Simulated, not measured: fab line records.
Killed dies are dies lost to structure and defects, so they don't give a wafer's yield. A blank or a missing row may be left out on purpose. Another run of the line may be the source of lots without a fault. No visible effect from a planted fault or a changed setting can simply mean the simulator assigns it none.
fab line records	flow n5_finfet
record lots=6	wafers=17	last_day=17
route steps=1938 shown SD_EPI_P@326 SD_ACTIVATION@330 ILD0@335 BEOL_M4@1111 PASSIVATION@1936
lots that met no fault: from a run of the same line without faults
start_h: start of the lot's first displayed wafer, in hours after the record's first day	wait_h: how many hours have passed since the lot's step before this one	" the same as in the row above	L1.1+2: several wafers, shown together as one row	- no value present, or no start provided	* or withheld: withheld	< > ~ a bound
route shown NAME@n: NAME is a module with steps in the file, n the number in the route of the first one	usual: mean/standard deviation of fault-free wafers	same: alike in all rows	chamber/n: place in a boat	sites: the reading at each site	_std_site: the standard deviation of these	_edge_site: inner sites' mean taken away from outer sites' mean	radius_mm: how far each site lies from the wafer's centre	mask NAME#n: copy n	behind: the most recent tool/chamber to have shaped the wafer	hold: the reason the lot was held/the length of the hold in hours/how it ended	device: which transistor (n, p or np) failed to switch	end of line: tests run on the same wafers once the route is complete	where a step has no rows: the recipe by itself	killed: dies lost to structure and defects at the first sort, not the wafer's yield	map: the dies of a wafer, with x for killed, . for not killed, _ for no die there
set.NAME: the setting as run; set.NAME@STEP: as run at that earlier step	model.NAME: the simulator's own value behind a step, which no gauge read
certain route steps with their lots: each step a table, each wafer a row
services: a tool's chamber out of use, with start hour (start_h, from the record's first day; less than 0 if before it), hours out, and reason
## steps
# step N5_SD_EPI_P_PRECLEAN_32
# recipe chemistry=dHF	time_s=10	dilution=500:1	temp_c=25
# step N5_SD_EPI_P_PRECLEAN_33
# recipe chemistry=SC2	time_s=45	temp_c=35	mix=1:1:50
# step N5_SD_EPI_P_SRD_25
# recipe time_s=30	temp_c=23	rinse_liquid=diw	dry=ipa_marangoni
# step N5_SD_EPI_P_INSPECT_26
# recipe inspect_instrument=darkfield	mode=post_epi
# usual raw_defect_count=184/36
lot.wafer	tool	chamber	start_h	wait_h	raw_defect_count
L190.1	defect_inspect-02	-	82.30	0.0	131
L190.2	"	-	"	"	215
L190.3	"	-	"	"	206
L192.1	defect_inspect-01	-	88.02	0.0	136
L192.4	"	-	"	"	148
L192.5	"	-	"	"	153
L201.2	defect_inspect-02	-	154.36	0.0	207
L201.3	"	-	"	"	151
L201.4	"	-	"	"	199
L205.2	defect_inspect-01	-	170.63	0.0	186
L205.3	"	-	"	"	172
L205.5	"	-	"	"	228
L208.1	defect_inspect-02	-	183.32	0.0	188
L208.2	"	-	"	"	216
L208.3	"	-	"	"	221
L210.3	defect_inspect-02	-	199.97	0.0	140
L210.6	"	-	"	"	239
# step N5_SD_ACTIVATION_RTA_00
# recipe temp_c=975	time_s=0	ambient=N2	idle_temp_c=600	ramp_up_c_per_s=150	ramp_down_c_per_s=60	cool_to_c=600
# usual lamp_power_pct=8.95/0.055	wafer_temp_C_max=975.0/2
lot.wafer	tool	chamber	start_h	wait_h	lamp_power_pct	wafer_temp_C_max
L190.1	rtp_anneal-01	0	82.40	0.1	8.97	973.8
L190.2	"	0	"	"	9.01	976.1
L190.3	"	0	"	"	8.96	972.5
L192.1	rtp_anneal-02	0	88.04	0.0	8.86	975.9
L192.4	"	0	"	"	9.01	978.4
L192.5	"	0	"	"	8.84	977.0
L201.2	rtp_anneal-01	0	154.42	0.1	8.97	973.3
L201.3	"	0	"	"	9.01	976.2
L201.4	"	0	"	"	8.96	972.1
L205.2	rtp_anneal-01	0	170.69	0.1	8.96	974.4
L205.3	"	0	"	"	8.93	976.0
L205.5	"	0	"	"	8.90	974.4
L208.1	rtp_anneal-02	0	183.34	0.0	8.87	975.9
L208.2	"	0	"	"	8.91	975.1
L208.3	"	0	"	"	8.97	974.7
L210.3	rtp_anneal-01	0	200.14	0.2	8.97	974.2
L210.6	"	0	"	"	8.98	975.6
# step N5_SD_ACTIVATION_LSA_01
# recipe temp_c=1080	time_s=0.0008	ambient=N2
# usual wafer_temp_C_max=1084.7/1
lot.wafer	tool	chamber	start_h	wait_h	wafer_temp_C_max
L190.1	laser_anneal-02	0	82.60	0.2	1086.2
L190.2	"	0	"	"	1085.2
L190.3	"	0	"	"	1083.5
L192.1	laser_anneal-02	0	88.24	0.2	1085.2
L192.4	"	0	"	"	1084.8
L192.5	"	0	"	"	1084.4
L201.2	laser_anneal-02	0	154.62	0.2	1084.7
L201.3	"	0	"	"	1083.7
L201.4	"	0	"	"	1084.7
L205.2	laser_anneal-01	0	170.89	0.2	1083.5
L205.3	"	0	"	"	1083.4
L205.5	"	0	"	"	1082.9
L208.1	laser_anneal-01	0	183.54	0.2	1084.4
L208.2	"	0	"	"	1083.6
L208.3	"	0	"	"	1083.6
L210.3	laser_anneal-01	0	200.46	0.3	1084.5
L210.6	"	0	"	"	1084.8
# step N5_SD_ACTIVATION_RS_MEAS_03
# recipe thk_meas_gauge=four-point-probe
# usual RS_SD_N=21.9/0.36	RS_SD_P=56.1/0.93
lot.wafer	tool	chamber	start_h	wait_h	RS_SD_N[ohm/sq]	RS_SD_P[ohm/sq]
L190.1	film_metro-02	-	82.80	0.2	22.1	54.2
L190.2	"	-	"	"	22.3	55.4
L190.3	"	-	"	"	21.8	54.7
L192.1	film_metro-01	-	88.45	0.2	22.3	55.7
L192.4	"	-	"	"	22.2	56.3
L192.5	"	-	"	"	21.7	56.1
L201.2	film_metro-02	-	154.81	0.2	22.6	57.4
L201.3	"	-	"	"	22.7	57.3
L201.4	"	-	"	"	22.1	56.5
L205.2	film_metro-02	-	171.08	0.2	22.6	57.9
L205.3	"	-	"	"	22.0	56.8
L205.5	"	-	"	"	22.3	57.4
L208.1	film_metro-01	-	183.75	0.2	22.5	55.2
L208.2	"	-	"	"	22.7	55.1
L208.3	"	-	"	"	22.4	54.3
L210.3	film_metro-01	-	200.64	0.2	21.5	54.1
L210.6	"	-	"	"	21.4	54.1
# step N5_SD_ACTIVATION_INSPECT_02
# recipe inspect_instrument=darkfield	mode=post_anneal
# usual raw_defect_count=182/37
lot.wafer	tool	chamber	start_h	wait_h	raw_defect_count
L190.1	defect_inspect-02	-	83.13	0.2	128
L190.2	"	-	"	"	204
L190.3	"	-	"	"	223
L192.1	defect_inspect-01	-	88.77	0.2	140
L192.4	"	-	"	"	139
L192.5	"	-	"	"	150
L201.2	defect_inspect-01	-	155.11	0.1	211
L201.3	"	-	"	"	165
L201.4	"	-	"	"	216
L205.2	defect_inspect-02	-	171.38	0.1	191
L205.3	"	-	"	"	177
L205.5	"	-	"	"	242
L208.1	defect_inspect-01	-	184.07	0.2	196
L208.2	"	-	"	"	197
L208.3	"	-	"	"	216
L210.3	defect_inspect-02	-	200.93	0.1	152
L210.6	"	-	"	"	213
# step N5_ILD0_LINER_00
# recipe material=SiNx	target_thk_a=40	temp_c=400	ald_precursor_family=SiH2I2	ald_co_reactant=N2/H2-plasma	pulse_time_s=1	purge_time_s=2	co_reactant_purge_time_s=2	ald_cycles=80	pressure_torr=2
# usual heater_power_w=834/82	precursor_pulse_height_rel=1.004/0.019
# same ald_cycles=80	purge_time_s=2
lot.wafer	tool	chamber	start_h	wait_h	heater_power_w	precursor_pulse_height_rel
L190.1	ald_sin-01	2	83.16	0.0	894	1.009
L190.2	"	1	"	"	912	1.002
L190.3	"	3	"	"	820	0.959
L192.1	ald_sin-04	1	91.48	2.7	712	0.983
L192.4	"	0	"	"	758	1.020
L192.5	"	2	"	"	884	1.043
L201.2	ald_sin-01	0	155.15	0.0	726	1.001
L201.3	"	3	"	"	841	1.007
L201.4	"	2	"	"	906	1.014
L205.2	ald_sin-01	2	171.66	0.3	888	0.993
L205.3	"	3	"	"	841	1.009
L205.5	"	2	"	"	899	0.979
L208.1	ald_sin-03	3	184.50	0.4	875	0.980
L208.2	"	2	"	"	876	1.007
L208.3	"	1	"	"	717	0.998
L210.3	ald_sin-03	2	201.10	0.2	887	1.036
L210.6	"	1	"	"	706	1.006
# step N5_ILD0_FCVD_FILL_01
# recipe material=SiO2_flowable	target_thk_a=2000	temp_c=100	pressure_torr=0.8	rf_w=2000	time_s=328.3
# step N5_ILD0_CURE_02
# recipe temp_c=450	time_s=1800	ambient=steam	idle_temp_c=400	ramp_up_c_per_min=5	ramp_down_c_per_min=3	densification_p_h2o_torr=640
# step N5_ILD0_CMP_03
# recipe stop_on=SiNx	t_overpolish_s=1.9	post_cmp_clean=alkaline_brush	down_force_psi=4.1491	platen_rpm=51.796	pad_velocity_m_s=1.0306	target_thk_nm=197.38
# usual motor_current_A=12.6/1.2	overpolish_run_s=1.901/0.0098	pad_life_wafers=1121/590	platen_rpm=51.79/0.035	time_to_endpoint_s=72/4.9
lot.wafer	tool	chamber	start_h	wait_h	motor_current_A	overpolish_run_s	pad_life_wafers	platen_rpm	time_to_endpoint_s
L190.2	cmp-04	3	85.54	0.0	11.9	1.888	384	49.70	71
L190.1	"	1	"	"	13.3	1.907	386	49.75	71
L190.3	"	2	"	"	12.4	1.912	387	49.73	69
L192.4	cmp-04	0	93.84	0.0	12.2	1.876	456	49.71	77
L192.1	"	1	"	"	12.8	1.899	457	49.70	73
L192.5	"	1	"	"	13.9	1.887	-	49.71	75
L201.4	cmp-02	1	157.51	0.0	10.3	1.891	1974	51.80	73
L201.2	"	3	"	"	13.1	1.901	1976	51.74	67
L201.3	"	0	"	"	12.8	1.904	1977	51.75	76
L205.3	cmp-02	1	174.06	0.1	10.6	1.893	2095	51.76	67
L205.2	"	3	"	"	12.7	1.892	2097	51.76	67
L205.5	"	1	"	"	10.5	1.918	-	51.86	69
L208.2	cmp-04	2	186.87	0.0	12.4	1.903	1158	51.85	77
L208.3	"	3	"	"	12.1	1.901	1159	51.80	76
L208.1	"	1	"	"	13.5	1.913	1161	51.82	78
L210.3	cmp-01	0	203.52	0.1	12.3	1.898	1453	51.78	64
L210.6	"	3	"	"	14.5	1.915	-	51.79	72
# step N5_ILD0_THK_MEAS_04
# usual thk_nm=197.2/1.4
lot.wafer	tool	chamber	start_h	wait_h	thk_nm
L190.1	film_metro-02	-	85.84	-	197.0
L190.2	"	-	"	"	195.0
L190.3	"	-	"	"	196.4
L192.1	film_metro-02	-	94.14	-	195.6
L192.4	"	-	"	"	197.1
L192.5	"	-	"	"	198.4
L201.2	film_metro-01	-	157.81	-	198.5
L201.3	"	-	"	"	196.7
L201.4	"	-	"	"	197.0
L205.2	film_metro-01	-	174.32	-	196.7
L205.3	"	-	"	"	197.1
L205.5	"	-	"	"	196.6
L208.1	film_metro-01	-	187.16	-	198.4
L208.2	"	-	"	"	198.0
L208.3	"	-	"	"	198.7
L210.3	film_metro-01	-	203.78	-	195.2
L210.6	"	-	"	"	196.9
# step N5_BEOL_M4_RC_MEAS_101
# usual DIBL_N=36.0/2	DIBL_P=35.9/2.5	IOFF_N=0.16/0.038	IOFF_P=0.21/0.04	ION_N=675/14	ION_P=462/9.4	SS_N=71.5/0.75	SS_P=73.2/0.74	VT_N=250/3.9	VT_P=-251/3.2
lot.wafer	tool	chamber	start_h	wait_h	DIBL_N[mV/V]	DIBL_P[mV/V]	IOFF_N[nA/um]	IOFF_P[nA/um]	ION_N[uA/um]	ION_P[uA/um]	SS_N[mV/dec]	SS_P[mV/dec]	VT_N[mV]	VT_P[mV]
L190.1	prober-01	0	182.19	0.0	34.6	34.3	0.14	0.18	665	464	72.2	72.6	253	-252
L190.2	"	0	"	"	36.5	36.9	0.17	0.21	683	469	71.4	73.5	251	-252
L190.3	"	0	"	"	35.2	36.4	0.15	0.20	673	465	72.1	72.7	252	-251
L192.1	prober-02	0	192.57	0.0	34.2	34.8	0.14	0.20	679	469	70.7	72.8	251	-247
L192.4	"	0	"	"	37.9	40.0	0.20	0.28	694	474	72.3	73.2	246	-246
L192.5	"	0	"	"	33.7	34.0	0.12	0.18	664	463	70.7	72.5	254	-252
L201.2	prober-02	0	268.32	0.2	36.9	36.9	0.18	0.22	697	472	71.6	73.8	246	-252
L201.3	"	0	"	"	32.7	33.5	0.11	0.17	658	455	71.0	72.2	254	-252
L201.4	"	0	"	"	35.4	36.4	0.16	0.22	678	463	71.3	73.5	250	-251
L205.2	prober-02	0	272.91	0.2	39.4	38.9	0.21	0.26	692	467	72.4	73.6	244	-247
L205.3	"	0	"	"	36.2	35.8	0.14	0.20	678	467	71.9	72.8	251	-249
L205.5	"	0	"	"	40.1	41.3	0.23	0.30	697	476	71.4	73.6	244	-247
L208.1	prober-01	0	295.73	0.0	38.2	37.8	0.19	0.24	693	472	72.2	73.3	247	-250
L208.2	"	0	"	"	35.3	35.8	0.12	0.22	653	462	70.7	73.6	254	-250
L208.3	"	0	"	"	38.5	37.4	0.18	0.24	668	457	72.6	73.9	251	-250
L210.3	prober-01	0	311.61	0.3	38.4	37.9	0.19	0.23	675	459	72.2	74.6	250	-250
L210.6	"	0	"	"	36.5	35.5	0.15	0.18	667	451	71.5	72.7	254	-251
# step N5_PASSIVATION_PROBE_49
# usual defect_limited_yield=91.3/1.5	killed_at_M0_to_M3=33/12	killed_at_M4_up=15/5.2	killed_at_contacts=12/5.1	killed_at_front_end=39/11	killed_at_other=5/3.6	killed_dies=103/18	killed_open=67/13	killed_short=33/7.8	sort_bin_5_function=5.1/0.96	sort_bin_6_memory=3.2/0.71	sort_n_pass=1077/18	sort_yield_pct=91.3/1.5
# same gross_dies=1180	killed_at_back_side=0	sort_bin_4_leakage[%]=0	sort_bin_8_speed[%]=0
lot.wafer	tool	chamber	start_h	wait_h	defect_limited_yield[%]	killed_at_M0_to_M3	killed_at_M4_up	killed_at_contacts	killed_at_front_end	killed_at_other	killed_dies	killed_open	killed_short	sort_bin_5_function[%]	sort_bin_6_memory[%]	sort_n_pass	sort_yield_pct[%]
L190.1	prober-02	-	278.47	0.0	91.6	34	13	6	36	10	99	60	37	5.5	2.5	1081	91.6
L190.2	prober-02	-	278.52	0.1	89.7	29	24	10	54	4	121	80	27	5.8	3.3	1059	89.7
L190.3	prober-02	-	278.57	0.1	91.0	29	9	7	54	7	106	67	31	5.4	2.6	1074	91.0
L192.1	prober-01	-	286.46	0.0	89.8	60	11	7	38	4	120	81	37	6.5	3.4	1060	89.8
L192.4	prober-01	-	286.61	0.2	91.6	33	10	1	44	11	99	55	44	4.9	2.9	1081	91.6
L192.5	prober-01	-	286.66	0.2	90.6	44	7	11	42	7	111	72	36	5.9	3.1	1069	90.6
L208.1	prober-02	-	397.45	0.0	90.8	37	18	9	39	5	108	71	33	5.6	3.1	1072	90.8
L208.2	prober-02	-	397.50	0.1	91.4	37	10	7	44	4	102	56	35	4.2	3.6	1078	91.4
L208.3	prober-02	-	397.55	0.1	93.9	18	15	5	34	0	72	47	23	3.5	2.4	1108	93.9
# killed by level:class
L190.1 STI_FIN_REVEAL:geometric_particle:open=9 BEOL_M0_SAQP:geometric_particle:open=9 BEOL_M0_SAQP:geometric_particle:short=8 FIN_SAQP:geometric_particle:open=7 BEOL_M0:geometric_particle:open=6 BEOL_M4:geometric_particle:open=5 MOL_CONTACT_COAG:geometric_particle:open=5 BEOL_M4:geometric_particle:short=5
L190.2 STI_FIN_REVEAL:geometric_particle:open=16 BEOL_M0_SAQP:geometric_particle:open=15 MOL_CONTACT_COAG:geometric_particle:open=9 HKMG_FIN:area_etch=9 BEOL_M4:geometric_particle:open=8 FIN_SAQP:geometric_particle:open=5 FIN_SAQP:geometric_particle:short=5 BEOL_M3:geometric_particle:open=5
L190.3 STI_FIN_REVEAL:geometric_particle:open=17 HKMG_FIN:area_etch=8 DUMMY_GATE:geometric_particle:open=7 BEOL_M0_SAQP:geometric_particle:open=7 FIN_SAQP:geometric_particle:open=6 FIN_SAQP:geometric_particle:short=5 MOL_CONTACT_COAG:geometric_particle:open=5 BEOL_M0_SAQP:geometric_particle:short=5
L192.1 BEOL_M2:geometric_particle:open=18 BEOL_M0_SAQP:geometric_particle:short=13 BEOL_M3:geometric_particle:open=11 BEOL_M0_SAQP:geometric_particle:open=10 STI_FIN_REVEAL:geometric_particle:open=7 GATE_CUT:geometric_particle:short=7 FIN_SAQP:geometric_particle:open=5 DUMMY_GATE:geometric_particle:open=5
L192.4 BEOL_M1:geometric_particle:open=13 GATE_CUT:geometric_particle:short=9 DUMMY_GATE:geometric_particle:open=6 GATE_CUT:geometric_particle:open=6 FIN_SAQP:geometric_particle:short=5 STI_FIN_REVEAL:geometric_particle:open=5 ILD0:geometric_particle:short=5 BEOL_M1:geometric_particle:short=5
L192.5 BEOL_M2:geometric_particle:open=17 MOL_CONTACT_COAG:geometric_particle:open=9 STI_FIN_REVEAL:geometric_particle:open=9 GATE_CUT:geometric_particle:open=7 GATE_CUT:geometric_particle:short=7 BEOL_M1:geometric_particle:open=7 BEOL_M0_SAQP:geometric_particle:open=6 BEOL_M0_SAQP:geometric_particle:short=5
L208.1 BEOL_M2:geometric_particle:open=12 FIN_SAQP:geometric_particle:open=10 BEOL_M0_SAQP:geometric_particle:short=9 MOL_CONTACT_COAG:geometric_particle:open=8 FIN_SAQP:geometric_particle:short=7 BEOL_M0_SAQP:geometric_particle:open=7 STI_FIN_REVEAL:geometric_particle:open=6 DUMMY_GATE:geometric_particle:open=4
L208.2 BEOL_M0_SAQP:geometric_particle:open=12 FIN_SAQP:geometric_particle:short=10 BEOL_M0_SAQP:geometric_particle:short=8 GATE_CUT:geometric_particle:short=7 MOL_CONTACT_COAG:geometric_particle:open=7 HKMG_FIN:area_etch=7 BEOL_M2:geometric_particle:open=6 FIN_SAQP:geometric_particle:open=5
L208.3 DUMMY_GATE:geometric_particle:open=13 BEOL_M4:geometric_particle:open=7 STI_FIN_REVEAL:geometric_particle:open=7 BEOL_M0_SAQP:geometric_particle:short=4 BEOL_M2:geometric_particle:open=4 FIN_SAQP:geometric_particle:short=3 MOL_CONTACT_COAG:geometric_particle:open=3 BEOL_M3:geometric_particle:open=3
## services
tool	chamber	start_h	hours	kind
cmp-02	-	65.66	13.7	pm
cmp-04	-	78.61	2.0	repair
cmp-01	-	84.66	6.7	repair
ald_sin-03	-	85.25	14.0	pm
ald_sin-01	-	85.33	29.9	repair
cmp-02	-	112.86	1.6	repair
cmp-04	-	131.28	3.7	pm
rtp_anneal-02	-	141.32	4.7	pm
laser_anneal-01	-	142.83	12.5	pm
laser_anneal-01	-	157.98	1.3	repair
ald_sin-01	3	158.58	5.2	repair
ald_sin-03	-	161.72	6.1	pm
cmp-02	-	169.22	0.3	repair
cmp-01	-	170.88	0.9	repair
laser_anneal-02	-	171.15	2.6	pm
cmp-01	-	175.34	1.2	repair
ald_sin-04	-	176.75	14.0	pm
cmp-02	-	180.72	4.0	pm
cmp-01	-	181.64	5.3	repair
cmp-01	-	189.61	2.0	repair
ald_sin-04	-	195.90	14.6	pm
ald_sin-03	0	197.94	3.1	repair
ald_sin-01	-	199.15	6.0	pm
laser_anneal-02	-	200.94	1.5	repair
## key
first_sign step=N5_ILD0_CMP_03	reading=platen_rpm	direction=down	sigmas=60	usual=51.79	struck=49.72
effect none on later readings
met_at N5_ILD0_CMP_03
struck_wafers L190.1,L190.2,L190.3,L192.1,L192.4,L192.5
fault kind=process_parameter_drift	tool=cmp-04	chamber=-	onset_h=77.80	steps=N5_ILD0_CMP_03	channel=platen_rpm	offset=-2.0718	shape=step	end_h=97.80	acts_in=these_recipes_only	stated=51.796
